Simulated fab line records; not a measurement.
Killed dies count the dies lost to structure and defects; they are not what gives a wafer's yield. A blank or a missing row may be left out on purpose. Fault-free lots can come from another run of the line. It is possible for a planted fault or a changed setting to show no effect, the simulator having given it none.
Lot-split experiment / flow n5-finfet / on a route of 1938 steps: 7 lots, 39 wafers read

## SPLIT DETAILS
At N5_BEOL_M10_ILD_DEP_00 (deposits SiCOH lowk from DEMS/porogen, target thk 308.51 nm, time 58 s), the setting target-thk-a was moved away from the recipe's 3085.1 angstrom on 9 of the 39 wafers read, by -58.7% to +41.9%. For the rest of the wafers, this setting stayed at what the recipe calls for.

## FROM THE SPLIT ON TO THE READING: in between, the file shows 1 step
- N5_BEOL_M10_CURE_71: cures SiCOH lowk, time 240 s

## THE READING
At N5_BEOL_M10_THK_MEAS_01: M10_ILD_THK, given in nm. On this fab line, fault-free wafers typically give 268 nm with a standard deviation of 3.4 nm.

wafer=L078.1; tool, chamber at the split=pecvd-03, 1; target-thk-a as run, angstrom=3085.1; against the recipe=recipe; M10_ILD_THK, nm=266; against lot-mates on the recipe=-
wafer=L078.2; tool, chamber at the split=pecvd-03, 2; target-thk-a as run, angstrom=3085.1; against the recipe=recipe; M10_ILD_THK, nm=261; against lot-mates on the recipe=-
wafer=L078.3; tool, chamber at the split=pecvd-03, 0; target-thk-a as run, angstrom=3085.1; against the recipe=recipe; M10_ILD_THK, nm=263; against lot-mates on the recipe=-
wafer=L078.4; tool, chamber at the split=pecvd-03, 1; target-thk-a as run, angstrom=3085.1; against the recipe=recipe; M10_ILD_THK, nm=267; against lot-mates on the recipe=-
wafer=L078.5; tool, chamber at the split=pecvd-03, 2; target-thk-a as run, angstrom=3085.1; against the recipe=recipe; M10_ILD_THK, nm=268; against lot-mates on the recipe=-
wafer=L078.6; tool, chamber at the split=pecvd-03, 0; target-thk-a as run, angstrom=3085.1; against the recipe=recipe; M10_ILD_THK, nm=266; against lot-mates on the recipe=-
wafer=L081.1; tool, chamber at the split=pecvd-04, 1; target-thk-a as run, angstrom=3085.1; against the recipe=recipe; M10_ILD_THK, nm=267; against lot-mates on the recipe=-
wafer=L081.2; tool, chamber at the split=pecvd-04, 0; target-thk-a as run, angstrom=3085.1; against the recipe=recipe; M10_ILD_THK, nm=263; against lot-mates on the recipe=-
wafer=L081.3; tool, chamber at the split=pecvd-04, 2; target-thk-a as run, angstrom=3085.1; against the recipe=recipe; M10_ILD_THK, nm=265; against lot-mates on the recipe=-
wafer=L081.4; tool, chamber at the split=pecvd-04, 1; target-thk-a as run, angstrom=1274; against the recipe=-58.7%; M10_ILD_THK, nm=113; against lot-mates on the recipe=-152
wafer=L081.5; tool, chamber at the split=pecvd-04, 2; target-thk-a as run, angstrom=1274; against the recipe=-58.7%; M10_ILD_THK, nm=111; against lot-mates on the recipe=-154
wafer=L081.6; tool, chamber at the split=pecvd-04, 0; target-thk-a as run, angstrom=1274; against the recipe=-58.7%; M10_ILD_THK, nm=113; against lot-mates on the recipe=-152
wafer=L082.1; tool, chamber at the split=pecvd-04, 0; target-thk-a as run, angstrom=3085.1; against the recipe=recipe; M10_ILD_THK, nm=262; against lot-mates on the recipe=-
wafer=L082.2; tool, chamber at the split=pecvd-04, 2; target-thk-a as run, angstrom=3778; against the recipe=+22.5%; M10_ILD_THK, nm=324; against lot-mates on the recipe=+58
wafer=L082.3; tool, chamber at the split=pecvd-04, 1; target-thk-a as run, angstrom=3085.1; against the recipe=recipe; M10_ILD_THK, nm=267; against lot-mates on the recipe=-
wafer=L082.4; tool, chamber at the split=pecvd-04, 1; target-thk-a as run, angstrom=3778; against the recipe=+22.5%; M10_ILD_THK, nm=330; against lot-mates on the recipe=+64
wafer=L082.5; tool, chamber at the split=pecvd-04, 2; target-thk-a as run, angstrom=3085.1; against the recipe=recipe; M10_ILD_THK, nm=268; against lot-mates on the recipe=-
wafer=L082.6; tool, chamber at the split=pecvd-04, 0; target-thk-a as run, angstrom=3778; against the recipe=+22.5%; M10_ILD_THK, nm=335; against lot-mates on the recipe=+69
wafer=L084.1; tool, chamber at the split=pecvd-01, 1; target-thk-a as run, angstrom=3085.1; against the recipe=recipe; M10_ILD_THK, nm=266; against lot-mates on the recipe=-
wafer=L084.2; tool, chamber at the split=pecvd-01, 0; target-thk-a as run, angstrom=3085.1; against the recipe=recipe; M10_ILD_THK, nm=267; against lot-mates on the recipe=-
wafer=L084.3; tool, chamber at the split=pecvd-01, 2; target-thk-a as run, angstrom=3085.1; against the recipe=recipe; M10_ILD_THK, nm=263; against lot-mates on the recipe=-
wafer=L084.4; tool, chamber at the split=pecvd-01, 0; target-thk-a as run, angstrom=3085.1; against the recipe=recipe; M10_ILD_THK, nm=270; against lot-mates on the recipe=-
wafer=L084.5; tool, chamber at the split=pecvd-01, 1; target-thk-a as run, angstrom=3085.1; against the recipe=recipe; M10_ILD_THK, nm=268; against lot-mates on the recipe=-
wafer=L084.6; tool, chamber at the split=pecvd-01, 2; target-thk-a as run, angstrom=3085.1; against the recipe=recipe; M10_ILD_THK, nm=269; against lot-mates on the recipe=-
wafer=L093.1; tool, chamber at the split=pecvd-04, 0; target-thk-a as run, angstrom=4379; against the recipe=+41.9%; M10_ILD_THK, nm=379; against lot-mates on the recipe=+109
wafer=L093.2; tool, chamber at the split=pecvd-04, 2; target-thk-a as run, angstrom=4379; against the recipe=+41.9%; M10_ILD_THK, nm=379; against lot-mates on the recipe=+109
wafer=L093.3; tool, chamber at the split=pecvd-04, 1; target-thk-a as run, angstrom=3085.1; against the recipe=recipe; M10_ILD_THK, nm=268; against lot-mates on the recipe=-
wafer=L093.4; tool, chamber at the split=pecvd-04, 2; target-thk-a as run, angstrom=3085.1; against the recipe=recipe; M10_ILD_THK, nm=272; against lot-mates on the recipe=-
wafer=L093.5; tool, chamber at the split=pecvd-04, 0; target-thk-a as run, angstrom=3085.1; against the recipe=recipe; M10_ILD_THK, nm=271; against lot-mates on the recipe=-
wafer=L093.6; tool, chamber at the split=pecvd-04, 1; target-thk-a as run, angstrom=4379; against the recipe=+41.9%; M10_ILD_THK, nm=388; against lot-mates on the recipe=+118
wafer=L096.1; tool, chamber at the split=pecvd-01, 0; target-thk-a as run, angstrom=3085.1; against the recipe=recipe; M10_ILD_THK, nm=265; against lot-mates on the recipe=-
wafer=L096.4; tool, chamber at the split=pecvd-01, 0; target-thk-a as run, angstrom=3085.1; against the recipe=recipe; M10_ILD_THK, nm=266; against lot-mates on the recipe=-
wafer=L096.6; tool, chamber at the split=pecvd-01, 2; target-thk-a as run, angstrom=3085.1; against the recipe=recipe; M10_ILD_THK, nm=265; against lot-mates on the recipe=-
wafer=L095.1; tool, chamber at the split=pecvd-01, 1; target-thk-a as run, angstrom=3085.1; against the recipe=recipe; M10_ILD_THK, nm=268; against lot-mates on the recipe=-
wafer=L095.2; tool, chamber at the split=pecvd-01, 2; target-thk-a as run, angstrom=3085.1; against the recipe=recipe; M10_ILD_THK, nm=262; against lot-mates on the recipe=-
wafer=L095.3; tool, chamber at the split=pecvd-01, 0,2; target-thk-a as run, angstrom=3085.1; against the recipe=recipe; M10_ILD_THK, nm=268; against lot-mates on the recipe=-
wafer=L095.4; tool, chamber at the split=pecvd-01, 1; target-thk-a as run, angstrom=3085.1; against the recipe=recipe; M10_ILD_THK, nm=266; against lot-mates on the recipe=-
wafer=L095.5; tool, chamber at the split=pecvd-01, 0,2; target-thk-a as run, angstrom=3085.1; against the recipe=recipe; M10_ILD_THK, nm=268; against lot-mates on the recipe=-
wafer=L095.6; tool, chamber at the split=pecvd-01, 0; target-thk-a as run, angstrom=3085.1; against the recipe=recipe; M10_ILD_THK, nm=273; against lot-mates on the recipe=-
When a row names more than one chamber, that row covers several wafers, and the file does not tell which wafer ran in which chamber.

THE FIT
A straight line over all 39 wafers: M10_ILD_THK changes by +2.68 nm for each +1% of target-thk-a; r = +1.00; the points scatter about the line by 3.4 nm.
The same after taking each lot's own level away (the mean of its wafers on the recipe; 39 wafers): +2.64 nm for each +1%; r = +1.00; scatter 3.1 nm.
On that fit, the largest move of target-thk-a shifts the reading by 1.6e+02 nm.
Across the lots, their own levels run from 265.0 to 270.3 nm, a range of 1.6 times the standard deviation given above.
The two slopes are in agreement: the lot-to-lot level therefore moves the slope only a little.
Check: for one of the wafers moved furthest among these (-58.7%), held out of the fit, the line's prediction against its lot-mates is -155 nm. Against them it came out at -152 nm.

## ADDITIONAL SPLITS CARRIED BY THESE WAFERS
Note: prior to the reading, these wafers also went through further splits. Each is held against what the fit with the lots' levels taken away leaves over:
other split on the same wafers=N5_BEOL_M7_ILD_DEP_00 target-thk-a; wafers away from the commonest value=18; r with M10_ILD_THK (lot level and that fit taken away)=+0.01
other split on the same wafers=N5_BEOL_M9_ILD_DEP_00 target-thk-a; wafers away from the commonest value=12; r with M10_ILD_THK (lot level and that fit taken away)=+0.18

## THE WHOLE CHAIN: every reading that the file lists as answering this split, in the file's order
step=N5_BEOL_M10_ILD_DEP_00; what it does=deposits SiCOH lowk from DEMS/porogen, target thk 308.51 nm, time 58 s; reading=SiCOH_lowk_of_BEOL_M10_ILD_DEP_00.thk-nm (the simulator's own value, which no gauge read); change (the file's fit)=+3 nm for each +1% of the setting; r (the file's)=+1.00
step=N5_BEOL_M10_CURE_71; what it does=cures SiCOH lowk, time 240 s; reading=SiCOH_lowk_of_BEOL_M10_ILD_DEP_00.thk-nm (the simulator's own value, which no gauge read); change (the file's fit)=+2.65 nm for each +1% of the setting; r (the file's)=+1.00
step=N5_BEOL_M10_THK_MEAS_01; what it does=; reading=M10_ILD_THK; change (the file's fit)=+2.65 for each +1% of the setting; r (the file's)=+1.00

## FILE'S OWN FIT
M10_ILD_THK changes by +2.65 nm for each +1% of target-thk-a, r = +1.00.
